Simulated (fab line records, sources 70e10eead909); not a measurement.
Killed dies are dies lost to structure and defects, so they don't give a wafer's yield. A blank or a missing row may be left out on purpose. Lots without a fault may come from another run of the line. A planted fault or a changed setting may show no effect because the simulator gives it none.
Which tool did it? | flow nand_harc | 6 lots, 18 wafers sampled, at 4 steps of a route of 1302

WHAT THE GAUGES READ, wafer by wafer
NHARC_THIN_TSV_CD_MEAS_12: target cd 1000 nm.
lot  | measured     | on        | cd_nm (nm)
L210 | day 24 14:26 | cd_sem-03 | 998.4 997.2 1000.4
L211 | day 25 04:23 | cd_sem-03 | 1001.9 999.7 999.3
L215 | day 26 13:46 | cd_sem-01 | 1002.0 999.2 998.6
L218 | day 28 07:16 | cd_sem-02 | 999.0 998.5 997.8
L226 | day 30 05:14 | cd_sem-01 | 997.4 999.8 999.8
L231 | day 33 17:11 | cd_sem-01 | 999.0 999.9 998.9

WHICH TOOL RAN EACH LOT (tool, then ch and the chambers of the sampled wafers, then the start)
lot  | NHARC_A_BLC_CVD_24            | NHARC_A_BONDPAD_STRIP_15           | NHARC_A_BONDPAD_DEGAS_25
L210 | cvd_w-01 ch 0,1, day 23 12:43 | rie_diel-03 ch 0,1,3, day 24 00:03 | pvd_sputter-02, day 24 00:36
L211 | cvd_w-02 ch 0,1, day 23 22:44 | rie_diel-03 ch 0,3, day 24 09:57   | pvd_sputter-02, day 24 10:29
L215 | cvd_w-02 ch 0,1, day 25 06:44 | rie_diel-12 ch 1,2,3, day 25 18:52 | pvd_sputter-03, day 25 19:26
L218 | cvd_w-01 ch 0,1, day 26 13:45 | rie_diel-11 ch 0,2, day 27 00:59   | pvd_sputter-01, day 27 01:31
L226 | cvd_w-01 ch 0,1, day 29 01:14 | rie_diel-12 ch 1,2,3, day 29 12:39 | pvd_sputter-01, day 29 13:12
L231 | cvd_w-02 ch 0,1, day 32 15:52 | rie_diel-12 ch 1,2, day 33 03:10   | pvd_sputter-03, day 33 03:43
- NHARC_A_BLC_CVD_24: deposits W, target thk 150 nm, time 434 s.
- NHARC_A_BONDPAD_STRIP_15: strips in O2.
- NHARC_A_BONDPAD_DEGAS_25: time 60 s.

THE ANSWER, worked out from the rows above alone
Rule: what is usual is taken from the lots themselves. Put in order of their means at a reading, lots are off if they are a third of the lots or fewer, leave a main group of 4 or more, and stand apart from it by a gap of 3 or more times the standard deviation of the main group's means; of several such gaps the widest counts. A main group whose means are all the same, to the digits that the tables above print for the reading, isn't used. A lot without any number at a reading at which 4 lots or more have one is off too. The other lots that the step has rows for count as sound.
No lot is off at any reading shown: from this, nothing can be told.

WHAT THE SIMULATOR HAD PUT IN
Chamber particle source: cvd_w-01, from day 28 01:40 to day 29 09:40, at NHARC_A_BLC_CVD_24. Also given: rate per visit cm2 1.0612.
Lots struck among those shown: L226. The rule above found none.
